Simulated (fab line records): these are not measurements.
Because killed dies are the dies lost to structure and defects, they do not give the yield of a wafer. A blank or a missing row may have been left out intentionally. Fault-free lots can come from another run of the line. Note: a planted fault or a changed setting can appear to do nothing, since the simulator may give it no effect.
fab line records	flow n5-finfet
record: lots: 4	wafers: 12	last-day: 17
route steps=1938 shown BEOL_M4@1099 BEOL_M5@1112 MIM_TOP@1838 PASSIVATION@1936
lots that met no fault: taken from a fault-free run of the same line
start-h: the number of hours between the record's first day and the start of the first shown wafer of the lot	wait-h: hours since the lot's step before	" unchanged from the row above	L1.1+2: several wafers, shown together as one row	- either no value or no given start	* or withheld: withheld	< > ~ a bound
route shown NAME@n: NAME is a module with steps in the file, n the number in the route of the first one	usual: mean/standard deviation taken from wafers without a fault	same: alike in all rows	chamber/n: place in a boat	sites: readings site by site	_std_site: the values' standard deviation	_edge_site: mean of outer sites minus mean of inner sites	radius-mm: how far each site lies from the wafer's centre	mask NAME#n: copy n	behind: the tool/chamber that last shaped the wafer	hold: the reason the lot was held/the length of the hold in hours/how it ended	device: the n, p or np transistor that did not switch	end of line: the route-end tests of the same wafers	step lacking rows: just its recipe	killed: not the wafer's yield, but the dies lost to structure and defects at the first sort	map: per-die view of a wafer (x killed, . not killed, _ where there is no die)
set.NAME: the setting as run; set.NAME@STEP: as run at that earlier step	model.NAME: the simulator's own value behind a step, which no gauge read
certain route steps with their lots: each step a table, each wafer a row
== steps ==
step: N5_BEOL_M4_ANNEAL_95
recipe: temp-c: 400	time-s: 240	ambient: vacuum
step: N5_BEOL_M4_SPUTTER_96
recipe: material: Cu	target-thk-a: 45	temp-c: -20	chamber-pressure-pa: 0.07	power-w: withheld	time-s: 8.29
step: N5_BEOL_M4_ECD_50
recipe: material: Cu	target-thk-a: 3000
step: N5_BEOL_M4_ANNEAL_51
recipe: temp-c: 225	time-s: 90	ambient: N2
step: N5_BEOL_M4_CMP_52
recipe: stop-on: SiOC	t-overpolish-s: 6.8	down-force-psi: 1	platen-rpm: 50	clearing-platen-down-force-psi: 1.5	clearing-platen-rpm: 50	post-cmp-clean: cu-alkaline	target-thk-nm: 40	clearing-platen-pad-velocity-m-s: 0.99484	pad-velocity-m-s: 0.99484
step: N5_BEOL_M4_PRE_CLEAN_60
recipe: gas: NH3/H2	time-s: 15	temp-c: *	rf-power-w: 300
step: N5_BEOL_M4_CO_CAP_55
recipe: material: Co	target-thk-a: 20	temp-c: 200	precursor: CCTBA/H2	pressure-torr: 30	time-s: 102.1
step: N5_BEOL_M4_PRE_CLEAN_56
recipe: gas: NH3	time-s: 15	temp-c: withheld	rf-power-w: 300
step: N5_BEOL_M4_DEP_57
recipe: material: SiCN	target-thk-a: 80	temp-c: withheld	precursor: 3MS/NH3	pressure-torr: 3	rf-w: 202	time-s: 14
step: N5_BEOL_M4_RC_MEAS_101
usual: DIBL_N: 36.8/2.1	DIBL_P: 37.1/2.2	IOFF_N: 0.18/0.037	IOFF_P: 0.23/0.041	ION_N: 682/13	ION_P: 467/8.6	SS_N: 71.7/0.61	SS_P: 73.5/0.6	VT_N: 248/3.4	VT_P: -249/3.5
lot.wafer	tool	chamber	start-h	wait-h	DIBL_N[mV/V]	DIBL_P[mV/V]	IOFF_N[nA/um]	IOFF_P[nA/um]	ION_N[uA/um]	ION_P[uA/um]	SS_N[mV/dec]	SS_P[mV/dec]	VT_N[mV]	VT_P[mV]
L758.3	prober-01	0	183.20	0.3	32.4	32.9	0.10	0.14	651	443	70.8	72.1	255	-257
L758.5	"	0	"	"	35.7	37.0	0.14	0.18	665	455	71.1	73.1	250	-256
L758.6	"	0	"	"	35.5	37.1	0.15	0.19	673	457	71.2	72.5	253	-254
L763.1	prober-02	0	208.01	0.0	37.1	37.8	0.20	0.30	682	474	72.2	74.0	243	-242
L763.2	"	0	"	"	39.0	39.0	0.25	0.33	680	473	73.2	74.5	240	-242
L763.4	"	0	"	"	38.4	38.8	0.25	0.34	701	479	72.3	74.2	242	-241
L766.3	prober-02	0	234.19	0.3	36.3	38.2	0.17	0.20	684	463	71.8	74.1	247	-252
L766.4	"	0	"	"	36.8	39.4	0.20	0.22	703	478	71.8	74.2	246	-251
L766.6	"	0	"	"	36.6	38.9	0.18	0.21	701	470	71.6	73.7	246	-252
L779.1	prober-01	0	306.53	0.0	37.8	37.7	0.18	0.24	668	465	72.1	73.9	248	-248
L779.2	"	0	"	"	37.3	36.7	0.17	0.22	686	470	71.5	73.5	248	-250
L779.6	"	0	"	"	36.2	34.8	0.14	0.19	666	461	71.0	73.1	252	-251
step: N5_BEOL_M5_ILD_DEP_00
recipe: material: SiCOH_lowk	target-thk-a: 1406.4	temp-c: 300	precursor: DEMS/porogen	pressure-torr: 5	rf-w: 500	time-s: 25.9
step: N5_BEOL_M5_CURE_79
recipe: temp-c: 385	time-s: 240	ambient: He/Ar	material: SiCOH_lowk
step: N5_BEOL_M5_PECVD_70
recipe: material: SiO2	target-thk-a: 160	temp-c: 400	precursor: TEOS/O2	pressure-torr: 5.5	rf-w: 450	teos-flow-sccm: 53.8	gas: O2	flow-sccm: 3000	time-s: 18
step: N5_BEOL_M5_HM_DEP_02
recipe: material: TiN	target-thk-a: 200	temp-c: 25	chamber-pressure-pa: 0.49996
step: N5_BEOL_M5_COAT_59
recipe: resist: SOC	temp-c: 250	time-s: 60	spin-rpm: 1500	resist-thk-nm: 60
step: N5_BEOL_M5_COAT_60
recipe: resist: SiARC	temp-c: 220	time-s: 60	spin-rpm: 1500	resist-thk-nm: 12
step: N5_BEOL_M5_COAT_71
recipe: resist: underlayer	temp-c: 205	time-s: 60	spin-rpm: 1500	resist-thk-nm: 5
step: N5_BEOL_M5_COAT_05
recipe: resist: CAR-EUV	spin-rpm: 1500	resist-thk-nm: 30
step: N5_BEOL_M5_EBR_07
recipe: solvent: PGMEA	ebr-width-mm: 1.5
step: N5_BEOL_M5_SOFTBAKE_06
recipe: temp-c: 110	time-s: 60	resist: CAR-EUV
step: N5_BEOL_M5_EXPOSE_08
recipe: mask-id: M5	na: 0.33	source-shape: annular	sigma-inner: 0.4	sigma-outer: 0.8	polarization: unpolarized	target-cd-nm: 28	dose-mj: 35.75
step: N5_BEOL_M5_PEB_09
recipe: peb-temp-c: 100	peb-time-s: 60	resist: CAR-EUV
step: N5_BEOL_M5_DEVELOP_10
recipe: develop-time-s: 30	developer: TMAH	resist: CAR-EUV	rinse-liquid: surfactant-rinse	dry: air-spin	dev-temp-c: 23
step: N5_BEOL_M5_DESCUM_16
recipe: chemistry: O2	time-s: 7	source-power-w: 50	bias-power-w: 20	pressure-mtorr: 20	rf-frequency-hz: 2.712e+07	temp-c: 40	resist: CAR-EUV	o2-flow-sccm: 225
step: N5_BEOL_M5_ETCH_72
recipe: chemistry: N2/H2	target: underlayer	target-depth-a: 65	mask-material: CAR-EUV	time-s: 5.2	ion-energy-ev: 200	pressure-mtorr: 30	source-w: 840	bias-w: 150	n2-flow-sccm: 200	h2-flow-sccm: 200	ends: cleared
step: N5_BEOL_M5_ETCH_61
recipe: chemistry: CF4	target: SiARC	target-depth-a: 156	mask-material: CAR-EUV	time-s: 26	ion-energy-ev: 80	pressure-mtorr: 40	source-w: 545	bias-w: 36	Ar_flow_sccm: 100	cf4-flow-sccm: 100	ends: cleared
step: N5_BEOL_M5_ETCH_62
recipe: chemistry: N2/H2	target: SOC	target-depth-a: 750	overetch-a: 150	mask-material: SiARC	temp-c: 40	time-s: 112.5	ion-energy-ev: 200	pressure-mtorr: 30	source-w: 840	bias-w: 150	n2-flow-sccm: 200	h2-flow-sccm: 200
step: N5_BEOL_M5_STRIP_63
recipe: chemistry: N2/H2	temp-c: 40	n2-flow-sccm: 200	h2-flow-sccm: 200	rf-frequency-hz: 6e+07
step: N5_BEOL_M5_STRIP_73
recipe: chemistry: N2/H2	temp-c: 40	n2-flow-sccm: 200	h2-flow-sccm: 200	rf-frequency-hz: 6e+07
step: N5_BEOL_M5_STRIP_64
recipe: chemistry: CF4	resist: SiARC	power-w: 300	bias-power-w: 75	pressure-mtorr: 50	cf4-flow-sccm: 150	rf-frequency-hz: 6e+07
step: N5_BEOL_M5_HM_OPEN_17
recipe: chemistry: Cl2/BCl3	target-depth-a: 200	overetch-a: 60	target: TiN	mask-material: SOC	ion-energy-ev: 150	pressure-mtorr: 10	icp-w: 1000	bias-w: 126	Cl2_flow_sccm: 53.25	bcl3-flow-sccm: 21.75	Ar_flow_sccm: 25
step: N5_BEOL_M5_STRIP_19
recipe: chemistry: O2	power-w: 400	temp-c: 40	pressure-mtorr: 30	rf-frequency-hz: 6e+07	bias-power-w: 0	overash-fraction: 0.2	o2-flow-sccm: 225
step: N5_BEOL_M5_COAT_65
recipe: resist: SOC	temp-c: 250	time-s: 60	spin-rpm: 1500	resist-thk-nm: 60
step: N5_BEOL_M5_COAT_66
recipe: resist: SiARC	temp-c: 220	time-s: 60	spin-rpm: 1500	resist-thk-nm: 12
step: N5_MIM_TOP_SPUTTER_03
recipe: material: TiN	target-thk-a: 350	temp-c: 200	power-w: 3000	chamber-pressure-pa: 0.49996	gas: Ar	reactive-partial-pa: 0.37997	time-s: 89.7
usual: cathode-dc-power-W: 3000.0/0.53	throttle-valve-pct: 30.2/1
lot.wafer	tool	chamber	start-h	wait-h	cathode-dc-power-W	throttle-valve-pct	model.TiN_of_MIM_TOP_SPUTTER_03.thk-nm
L758.3	pvd-sputter-03	-	268.53	0.0	3000.5	29.8	35.4
L758.5	"	-	"	"	3000.2	29.1	35.4
L758.6	"	-	"	"	2999.1	30.5	36
L763.1	pvd-sputter-03	-	307.18	0.0	3000.5	29.5	35.4
L763.2	"	-	"	"	2999.2	30.5	35.6
L763.4	"	-	"	"	3428.2	30.1	40.4
L766.3	pvd-sputter-03	-	328.31	0.0	3000.2	29.1	35
L766.4	"	-	"	"	3427.3	30.2	39.8
L766.6	"	-	"	"	3429.0	30.1	40
L779.1	pvd-sputter-02	-	400.23	0.0	3000.9	28.9	35.6
L779.2	"	-	"	"	3000.7	29.2	35
L779.6	"	-	"	"	2999.4	29.9	35.2
step: N5_PASSIVATION_PROBE_49
usual: defect-limited-yield: 91.0/1.4	killed_at_M0_to_M3: 35/10	killed_at_M4_up: 13/6	killed-at-contacts: 13/6.4	killed-at-front-end: 42/12	killed-at-other: 3.2/2.4	killed-dies: 107/17	killed-on-rim: 15/4.1	killed-open: 69/13	killed-short: 33/7.3	sort_bin_5_function: 5.3/0.92	sort_bin_6_memory: 3.3/0.66	sort-n-pass: 1073/17	sort-yield-pct: 90.9/1.4
same: gross-dies: 1180	killed-at-back-side: 0	sort_bin_4_leakage[%]: 0	sort_bin_8_speed[%]: 0
lot.wafer	tool	chamber	start-h	wait-h	defect-limited-yield[%]	killed_at_M0_to_M3	killed_at_M4_up	killed-at-contacts	killed-at-front-end	killed-at-other	killed-dies	killed-on-rim	killed-open	killed-short	sort_bin_5_function[%]	sort_bin_6_memory[%]	sort-n-pass	sort-yield-pct[%]
L763.1	prober-02	-	317.68	0.0	91.4	40	17	9	35	1	102	18	71	27	5.1	3.5	1078	91.4
L763.2	prober-02	-	317.73	0.1	89.1	48	18	20	39	4	129	14	87	31	6.4	3.9	1051	89.1
L763.4	prober-02	-	317.83	0.2	2.1	37	17	5	43	1053	1155	129	64	35	4.5	4.1	25	2.1
L766.3	prober-01	-	337.82	0.1	90.5	22	32	22	33	3	112	13	71	37	6.1	3.1	1068	90.5
L766.4	prober-01	-	337.87	0.2	1.6	26	10	23	51	1051	1161	139	77	32	6.4	2.9	19	1.6
L766.6	prober-01	-	337.97	0.3	1.9	19	27	19	44	1048	1157	132	77	32	5.9	3.3	23	1.9
L779.1	prober-01	-	410.92	0.0	88.0	51	19	12	56	4	142	22	98	36	7.4	4.2	1038	88.0
L779.2	prober-01	-	410.97	0.1	90.4	35	11	17	49	1	113	11	77	31	4.5	4.7	1067	90.4
L779.6	prober-01	-	411.17	0.3	90.9	37	14	21	33	2	107	14	73	33	5.3	3.5	1073	90.9
killed by level:class
L763.1 BEOL_M1:geometric-particle:open=11 BEOL_M0_SAQP:geometric-particle:open=10 FIN_SAQP:geometric-particle:open=8 MOL_CONTACT_COAG:geometric-particle:open=8 BEOL_M3:geometric-particle:open=6 DUMMY_GATE:geometric-particle:short=5 BEOL_M4:geometric-particle:open=5 STI_FIN_REVEAL:geometric-particle:open=4
L763.2 MOL_CONTACT_COAG:geometric-particle:open=15 BEOL_M0_SAQP:geometric-particle:open=12 STI_FIN_REVEAL:geometric-particle:open=10 BEOL_M0_SAQP:geometric-particle:short=10 BEOL_M1:geometric-particle:open=10 BEOL_M4:geometric-particle:open=8 FIN_SAQP:geometric-particle:open=7 HKMG_FIN:area-etch=6
L763.4 MIM_TOP:area-sputter=1051 STI_FIN_REVEAL:geometric-particle:open=12 BEOL_M1:geometric-particle:open=9 BEOL_M0_SAQP:geometric-particle:short=7 FIN_SAQP:geometric-particle:open=6 DUMMY_GATE:geometric-particle:open=6 BEOL_M2:geometric-particle:open=5 MOL_CONTACT_COAG:geometric-particle:open=4
L766.3 BEOL_M4:geometric-particle:open=18 MOL_CONTACT_COAG:geometric-particle:open=17 BEOL_M0_SAQP:geometric-particle:short=11 ILD0:geometric-particle:open=7 BEOL_M0_SAQP:geometric-particle:open=6 ILD0:geometric-particle:short=5 MOL_CONTACT_COAG:geometric-particle:short=5 BEOL_M6:geometric-particle:open=4
L766.4 MIM_TOP:area-sputter=1049 MOL_CONTACT_COAG:geometric-particle:open=19 FIN_SAQP:geometric-particle:open=12 DUMMY_GATE:geometric-particle:open=10 ILD0:geometric-particle:open=7 BEOL_M0_SAQP:geometric-particle:open=7 BEOL_M0_SAQP:geometric-particle:short=7 BEOL_M3:geometric-particle:open=6
L766.6 MIM_TOP:area-sputter=1045 BEOL_M4:geometric-particle:open=19 MOL_CONTACT_COAG:geometric-particle:open=15 FIN_SAQP:geometric-particle:open=8 FIN_SAQP:geometric-particle:short=8 DUMMY_GATE:geometric-particle:open=6 STI_FIN_REVEAL:geometric-particle:open=6 BEOL_M0_SAQP:geometric-particle:short=6
L779.1 BEOL_M1:geometric-particle:open=18 FIN_SAQP:geometric-particle:open=12 STI_FIN_REVEAL:geometric-particle:open=11 MOL_CONTACT_COAG:geometric-particle:open=10 BEOL_M4:geometric-particle:open=10 BEOL_M0_SAQP:geometric-particle:open=7 FIN_SAQP:geometric-particle:short=6 BEOL_M2:geometric-particle:open=6
L779.2 MOL_CONTACT_COAG:geometric-particle:open=13 FIN_SAQP:geometric-particle:open=12 STI_FIN_REVEAL:geometric-particle:open=12 BEOL_M1:geometric-particle:open=10 BEOL_M0_SAQP:geometric-particle:open=9 DUMMY_GATE:geometric-particle:open=5 BEOL_M0_SAQP:geometric-particle:short=5 BEOL_M3:geometric-particle:open=5
L779.6 MOL_CONTACT_COAG:geometric-particle:open=18 BEOL_M1:geometric-particle:open=8 STI_FIN_REVEAL:geometric-particle:open=7 BEOL_M4:geometric-particle:open=7 BEOL_M0_SAQP:geometric-particle:short=7 BEOL_M2:geometric-particle:open=6 FIN_SAQP:geometric-particle:short=5 GATE_CUT:geometric-particle:short=5
map L763.4 (x killed, . not)
_________________x..xxxxxxx.x________________
______________xxxxxxxxxxxxxxxxxx_____________
___________xx.xxxxxxxxxxxxxxxxxx.x.__________
__________xxxxxxxxxxxxxxxxxxxxxxxxxx_________
________.xxxxxxxxxxxxxxxxxxxxxxxxxxxxx_______
_______.xxxxxxxxxxxxxxxxxxxxxxxxxxxxxxx______
______.xxxxxxxxxxxxxxxxxxxxxxxxxxxxxxxxx_____
_____.xxxxxxxxxxxxxxxxxxxxxxxxxxxxxxxxxxx____
____xxxxxxxxxxxxxxxxxxxxxxxxxxxxxxxxxxxxxx___
___xxxxxxxxxxxxxxxxxxxxxxxxxxxxxxxxxxxxxxxx__
___xxxxxxxxxxxxxxxxxxxxxxxxxxxxxxxxxxxxxxx.__
__xxxxxxxxxxxxxxxxxxxxxxxxxxxxxxxxxxxxxxxxxx_
__x.xxxxxxxxxxxxxxxxxxxxxxxxxxxxxxxxxxxxxxxx_
_x.xxxxxxxxxxxxxxxxxxxxxxxxxxxxxxxxxxxxxxxxxx
_xxxxxxxxxxxxxxxxxxxxxxxxxxxxxxxxxxxxxxxxxxxx
_xxxxxxxxxxxxxxxxxxxxxxxxxxxxxxxxxxxxxxxxxxxx
_.xxxxxxxxxxxxxxxxxxxxxxxxxxxxxxxxxxxxxxxxxx.
_xxxxxxxxxxxxxxxxxxxxxxxxxxxxxxxxxxxxxxxxxxxx
_xxxxxxxxxxxxxxxxxxxxxxxxxxxxxxxxxxxxxxxxxxxx
_xxxxxxxxxxxxxxxxxxxxxxxxxxxxxxxxxxxxxxxxxxxx
_.xxxxxxxxxxxxxxxxxxxxxxxxxxxxxxxxxxxxxxxxxxx
__x.xxxxxxxxxxxxxxxxxxxxxxxxxxxxxxxxxxxxxxxx_
__x.xxxxxxxxxxxxxxxxxxxxxxxxxxxxxxxxxxxxxxxx_
___xxxxxxxxxxxxxxxxxxxxxxxxxxxxxxxxxxxxxxxx__
___xxxxxxxxxxxxxxxxxxxxxxxxxxxxxxxxxxxxxxxx__
____xxxxxxxxxxxxxxxxxxxxxxxxxxxxxxxxxxxxxx___
_____xxxxxxxxxxxxxxxxxxxxxxxxxxxxxxxxxxxx____
______xxxxxxxxxxxxxxxxxxxxxxxxxxxxxxxxxx_____
_______xxxxxxxxxxxxxxxxxxxxxxxxxxxxxxxx______
________xxxxxxxxxxxxxxxxxxxxxxxxxxxxxx_______
__________.xxxxxxxxxxxxxxxxxxxxxxxxx_________
___________x.xxxxxxxxxxxxxxxxxxx.xx__________
______________xxxxxxxxxxxxxxxx.x_____________
_________________..xxxx.xxxxx________________
map L766.4 (x killed, . not)
_________________xxxxxxxxxxxx________________
______________xxxxxxxxxxx.xxxxxx_____________
___________xxxxxxxxxxxxxxxxxxxxxxxx__________
__________xxxxxxxxxxxxxxxxxxxxxxxxxx_________
________xxx.xxxxxxxxxxxxxxxxxxxxxxxxxx_______
_______xxxxxxxxxxxxxxxxxxxxxxxxxxxxxxxx______
______xxxxxxxxxxxxxxxxxxxxxxxxxxxxxxx..x_____
_____xxxxxxxxxxxxxxxxxxxxxxxxxxxxxxxxxxxx____
____x.xxxxxxxxxxxxxxxxxxxxxxxxxxxxxxxxxxx.___
___xxxxxxxxxxxxxxxxxxxxxxxxxxxxxxxxxxxxxxxx__
___..xxxxxxxxxxxxxxxxxxxxxxxxxxxxxxxxxxxxxx__
__xxxxxxxxxxxxxxxxxxxxxxxxxxxxxxxxxxxxxxxxx._
__xxxxxxxxxxxxxxxxxxxxxxxxxxxxxxxxxxxxxxxxxx_
_xxxxxxxxxxxxxxxxxxxxxxxxxxxxxxxxxxxxxxxxxxxx
_xxxxxxxxxxxxxxxxxxxxxxxxxxxxxxxxxxxxxxxxxxxx
_xxxxxxxxxxxxxxxxxxxxxxxxxxxxxxxxxxxxxxxxxxxx
_x.xxxxxxxxxxxxxxxxxxxxxxxxxxxxxxxxxxxxxxxxxx
_xxxxxxxxxxxxxxxxxxxxxxxxxxxxxxxxxxxxxxxxxxxx
_xxxxxxxxxxxxxxxxxxxxxxxxxxxxxxxxxxxxxxxxxxxx
_.xxxxxxxxxxxxxxxxxxxxxxxxxxxxxxxxxxxxxxxxxxx
_xxxxxxxxxxxxxxxxxxxxxxxxxxxxxxxxxxxxxxxxxxxx
__..xxxxxxxxxxxxxxxxxxxxxxxxxxxxxxxxxxxxxxxx_
__xxxxxxxxxxxxxxxxxxxxxxxxxxxxxxxxxxxxxxxxx._
___xxxxxxxxxxxxxxxxxxxxxxxxxxxxxxxxxxxxxxxx__
___xxxxxxxxxxxxxxxxxxxxxxxxxxxxxxxxxxxxxxxx__
____xxxxxxxxxxxxxxxxxxxxxxxxxxxxxxxxxxxxxx___
_____xxxxxxxxxxxxxxxxxxxxxxxxxxxxxxxxxxxx____
______.xxxxxxxxxxxxxxxxxxxxxxxxxxxxxxxxx_____
_______xxxxxxxxxxxxxxxxxxxxxxxxxxxxxxxx______
________.xxxxxxxxxxxxxxxxxxxxxxxxxxxx._______
__________xxxxxxxxxxxxxxxxxxxxxxxxxx_________
___________x.xxxxxxxxxxxxxxxxxxxx.x__________
______________xxxxxxxxxxxxxxxxxx_____________
_________________xxxxxxxxxxxx________________
== key ==
first-sign: step: N5_MIM_TOP_SPUTTER_03	reading: cathode-dc-power-W	direction: up	sigmas: 99+	usual: *	struck: *
effect: step: N5_PASSIVATION_PROBE_49	reading: killed-at-other	direction: up	sigmas: 99+	usual: 3.2	struck: 1050.7
model-effect: step: N5_MIM_TOP_SPUTTER_03	value: TiN_of_MIM_TOP_SPUTTER_03.thk-nm	without: 35.07	struck: 40.07
more-kills-born-at: N5_MIM_TOP_SPUTTER_03@pvd-sputter-03: 3145
met-at N5_MIM_TOP_SPUTTER_03
struck-wafers L763.4,L766.4,L766.6
later-rows-left-out L763.4,L766.4,L766.6
fault: kind: process-parameter-drift	tool: pvd-sputter-03	chamber: -	onset-h: 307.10	steps: N5_MIM_TOP_SPUTTER_03	channel: power-w	offset: *	shape: step	end-h: 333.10	acts-in: *	stated: *	scope: struck-wafers-only
later-rows-left-out: the simulator's readings of these wafers behind a module that went badly wrong aren't trusted and aren't shown, but for the sort
